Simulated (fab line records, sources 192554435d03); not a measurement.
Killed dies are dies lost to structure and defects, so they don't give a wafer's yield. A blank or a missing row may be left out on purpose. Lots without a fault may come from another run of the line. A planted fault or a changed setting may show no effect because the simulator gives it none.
One fault seen from 2 desks | flow n5_finfet | each desk has only its own numbers; what lay behind them comes last

THE TOOL OWNER'S DESK: rie_diel-02
The tool's own readings at N5_BEOL_M8_TRENCH_ETCH_37 (etches SiCOH lowk in C4F6/O2, target depth 93.478 nm, time 31.2 s): means of the sampled wafers that have a number, for each lot that ran on this tool. A lot is out of limits, marked OUT, if its mean lies more than 4 standard deviations from the usual mean; the brackets give that distance.
Columns: A = drypump_motor_current_A at N5_BEOL_M8_TRENCH_ETCH_37, usual 5.8 A; B = oes_product_au at N5_BEOL_M8_TRENCH_ETCH_37, usual 0.83 a.u.; C = rf_vpp_V at N5_BEOL_M8_TRENCH_ETCH_37, usual 668 V; D = run_length_s at N5_BEOL_M8_TRENCH_ETCH_37, usual 54.5 s; E = showerhead_plenum_p_Torr at N5_BEOL_M8_TRENCH_ETCH_37, usual 2.88 Torr; F = throttle_valve_pct at N5_BEOL_M8_TRENCH_ETCH_37, usual 20.83 %
lot  | first seen here | A   | B    | C   | D              | E    | F
L732 | day 11 21:01    | 6.2 | 0.73 | 685 | 54.5           | 2.91 | 20.76
L738 | day 14 02:34    | 5.9 | 0.83 | 685 | 61.2 (+13) OUT | 2.87 | 20.86
L746 | day 15 15:26    | 6.1 | 0.94 | 677 | 54.3           | 2.95 | 20.55
This desk's finding: out of limits on L738; first on L738, day 14 02:34 (run_length_s at N5_BEOL_M8_TRENCH_ETCH_37). In limits: L732, L746.

THE METROLOGY DESK
What the gauges read, lot by lot, whatever tool the lot ran on: means of the sampled wafers that have a number. A lot is out of limits, marked OUT, if its mean lies more than 4 standard deviations from the usual mean; the brackets give that distance. Of its 27 readings 7 are shown: the one that was out of limits first, and those that lie furthest out on some lot.
Columns: A = trench_depth_nm at N5_BEOL_M8_OCD_MEAS_38, usual 93.9 nm; B = M8_THK at N5_BEOL_M8_THK_MEAS_53, usual 79.5 nm; C = M8_RS at N5_BEOL_M8_RS_MEAS_57, usual 0.284 ohm/sq; D = SERP_M13 at N5_BEOL_M15_RC_MEAS_101, usual 0.309 ohm/um; E = SERP_M8 at N5_BEOL_M15_RC_MEAS_101, usual 13.6 ohm/um; F = SERP_M8_max_site at N5_BEOL_M15_RC_MEAS_101, usual 14.2 ohm/um; G = SERP_M9 at N5_BEOL_M15_RC_MEAS_101, usual 3.06 ohm/um
lot  | first seen here | A               | B               | C                | D     | E               | F               | G
L728 | day 11 01:01    | 94.8            | 81.1            | 0.278            | 0.320 | 13.3            | 13.5            | 3.08
L732 | day 11 21:10    | 92.7            | 79.1            | 0.288            | 0.308 | 14.2            | 14.7            | 3.18
L739 | day 13 12:13    | 93.5            | 77.5            | 0.291            | 0.308 | 13.3            | 13.6            | 3.06
L741 | day 13 18:31    | 94.0            | 79.4            | 0.284            | 0.310 | 13.2            | 13.7            | 2.99
L738 | day 14 02:43    | 116.0 (+17) OUT | 100.4 (+12) OUT | 0.219 (-9.3) OUT | 0.310 | 10.1 (-8.1) OUT | 10.5 (-7.1) OUT | 2.91
L742 | day 14 12:21    | 93.6            | 78.9            | 0.289            | 0.301 | 13.6            | 14.3            | 3.13
L746 | day 15 15:35    | 95.7            | 80.5            | 0.281            | 0.300 | 13.5            | 13.8            | 3.08
This desk's finding: out of limits on L738; first on L738, day 14 02:43 (trench_depth_nm at N5_BEOL_M8_OCD_MEAS_38). In limits: L728, L732, L739, L741, L742, L746.

PUT TOGETHER
The tool owner's desk could have raised an alarm at day 14 02:34, on L738.
The metrology desk could have raised an alarm at day 14 02:43, on L738.
Of the lots named, all ran N5_BEOL_M8_TRENCH_ETCH_37 on rie_diel-02.

WHAT THE SIMULATOR HAD PUT IN
Process parameter drift: rie_diel-02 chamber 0, from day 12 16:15 on, at N5_BEOL_M8_TRENCH_ETCH_37. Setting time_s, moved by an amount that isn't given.
Lots struck among those shown: L738.
Hours from the fault's start to each desk's first reading out of limits: the tool owner's desk, 34; the metrology desk, 34.
